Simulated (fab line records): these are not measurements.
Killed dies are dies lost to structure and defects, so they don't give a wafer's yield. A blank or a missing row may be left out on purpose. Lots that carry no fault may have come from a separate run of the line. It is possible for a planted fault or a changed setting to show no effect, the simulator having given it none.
Split-lot trial	flow n5Finfet	21 wafers read across 7 lots, on a route 1938 steps long

## ON THE SPLIT
At N5_BEOL_M1_EXPOSE_08 (exposes mask M1), the setting doseMj was moved away from the recipe's 33 on 12 of the 21 wafers read, by -5.5% to +6.0%. The other wafers ran this setting at the recipe's value.

## FROM THE SPLIT TO THE READING: what the file shows between them, 2 steps
- N5_BEOL_M1_PEB_09: peb time 60 s
- N5_BEOL_M1_DEVELOP_10: develop time 30 s

## THE READING
cdNm at N5_BEOL_M1_CD_MEAS_11, given in nm (cd target 17.05 nm). A value of 17.00 nm with a standard deviation of 0.23 nm is what fault-free wafers of this fab line usually give.

wafer	tool, chamber at the split	doseMj as run	against the recipe	cdNm, nm	against lot-mates on the recipe
L076.2	euvScanner-02, 0	33	recipe	16.83	-
L076.3	euvScanner-02, 0	33.97	+2.9%	17.53	+0.48
L076.6	euvScanner-02, 0	33	recipe	17.28	-
L084.1	euvScanner-01, 0	31.19	-5.5%	15.84	-1.20
L084.5	euvScanner-01, 0	33	recipe	17.04	-
L084.6	euvScanner-01, 0	31.19	-5.5%	16.06	-0.98
L088.1	euvScanner-02, 0	34.98	+6.0%	18.34	+1.86
L088.4	euvScanner-02, 0	34.98	+6.0%	17.82	+1.34
L088.5	euvScanner-02, 0	33	recipe	16.48	-
L089.2	euvScanner-02, 0	33	recipe	16.99	-
L089.5	euvScanner-02, 0	33	recipe	17.10	-
L089.6	euvScanner-02, 0	33	recipe	16.93	-
L090.3	euvScanner-02, 0	33.69	+2.1%	16.92	no lot-mate on the recipe
L090.5	euvScanner-02, 0	33.69	+2.1%	17.32	no lot-mate on the recipe
L090.6	euvScanner-02, 0	33.69	+2.1%	16.95	no lot-mate on the recipe
L093.2	euvScanner-02, 0	33.76	+2.3%	17.37	+0.63
L093.4	euvScanner-02, 0	33	recipe	16.74	-
L093.5	euvScanner-02, 0	33.76	+2.3%	17.62	+0.88
L094.2	euvScanner-02, 0	31.28	-5.2%	15.77	-1.00
L094.4	euvScanner-02, 0	33	recipe	16.77	-
L094.6	euvScanner-02, 0	31.28	-5.2%	15.46	-1.31

FIT RESULTS
A straight line over all 21 wafers: cdNm changes by +0.2 nm for each +1% of doseMj; r = +0.94; the points scatter about the line by 0.25 nm.
The same after taking each lot's own level away (the mean of its wafers on the recipe; 18 wafers): +0.234 nm for each +1%; r = +0.98; scatter 0.19 nm.
Per that fit: largest doseMj move, reading shift of 1.4 nm.
Across the lots, their own levels run from 16.480 to 17.055 nm, a range of 2.5 times the standard deviation given above.
So the slope is not independent of the lot-to-lot level: the two fits are not the same.
Check: with one of the wafers moved furthest among these (+6.0%) left out of the fit, the line predicts +1.35 nm for it against its lot-mates. It came out at +1.86 nm against them.

## OTHER SPLITS ON THESE WAFERS
Other splits were also applied to these wafers ahead of the reading. Each is held against what the fit with the lots' levels taken away leaves over:
other split on the same wafers	wafers away from the commonest value	r with cdNm (lot level and that fit taken away)
N5_BEOL_M0_SAQP_DESCUM_45 timeS	9	-0.02

## THE WHOLE CHAIN: every reading that the file lists as answering this split, in the file's order
step	what it does	reading	change (the file's fit)	r (the file's)
N5_BEOL_M1_CD_MEAS_11	target cd 17.05 nm	cdNm	+0.231 nm for each +1% of the setting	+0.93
N5_BEOL_M1_ETCH_74	etches underlayer in N2/H2, target depth 6.5 nm, time 5.2 s	BEOL_M1.cdOffsetNm (the simulator's own value, which no gauge read)	+0.222 nm for each +1% of the setting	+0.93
N5_BEOL_M1_ETCH_63	etches SiARC in CF4, target depth 15.6 nm, time 26 s	BEOL_M1.cdOffsetNm (the simulator's own value, which no gauge read)	+0.212 nm for each +1% of the setting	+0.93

## THE FILE'S OWN FIT
cdNm changes by +0.231 nm for each +1% of doseMj, r = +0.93.
